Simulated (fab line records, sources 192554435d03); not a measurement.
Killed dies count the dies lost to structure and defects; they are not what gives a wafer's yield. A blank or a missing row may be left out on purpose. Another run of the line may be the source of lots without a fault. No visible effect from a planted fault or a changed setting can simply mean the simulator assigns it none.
Matching of chambers -- flow n5-finfet -- N5_SD_EPI_N_ETCH_34 on rie-diel-01 has 4 sister chambers
The step etches SiARC in CF4, target depth 45.5 nm, time 75.8 s. 8 wafers are shown with their chamber, then 7 later ones without.

WAFERS, EACH WITH ITS CHAMBER
wafer,chamber,showerhead-plenum-p-Torr (Torr),drypump-motor-current-A (A)
L087.1,1,2.26,5.56
L087.2,3,2.13,5.85
L087.6,2,2.14,5.65
L092.1,0,2.09,5.76
L092.2,3,2.12,5.84
L092.3,2,2.14,5.64
L092.4,1,2.25,5.52
L092.5,0,2.09,5.73

WAFERS WHOSE CHAMBER IS MISSING
wafer,showerhead-plenum-p-Torr (Torr),drypump-motor-current-A (A)
L092.6,2.12,5.86
L094.2,2.25,5.54
L094.3,2.14,5.65
L094.4,2.12,5.87
L096.1,2.14,5.64
L096.2,2.12,5.87
L096.5,2.09,5.75

CHAMBER TAKEN BY EACH
wafer,from the rows above,in truth
L092.6,3,3
L094.2,1,1
L094.3,2,2
L094.4,3,3
L096.1,2,2
L096.2,3,3
L096.5,0,0
Placed correctly: 7 of 7. Not placeable from these rows: 0. Placed wrongly: 0.
How it was worked out, from the rows above alone: a wafer's distance from a chamber is the root of the sum, over the readings, of the square of ((its reading less the chamber's mean) divided by the reading's scatter). The wafer belongs to the nearest chamber; if the next one is less than 2 further off, it can't be placed. A chamber's mean is the mean of its shown wafers. How the scatter is found: for the shown wafers, subtract from each reading the mean of its chamber, square and add these, divide the total by (wafers less chambers), then take the root.
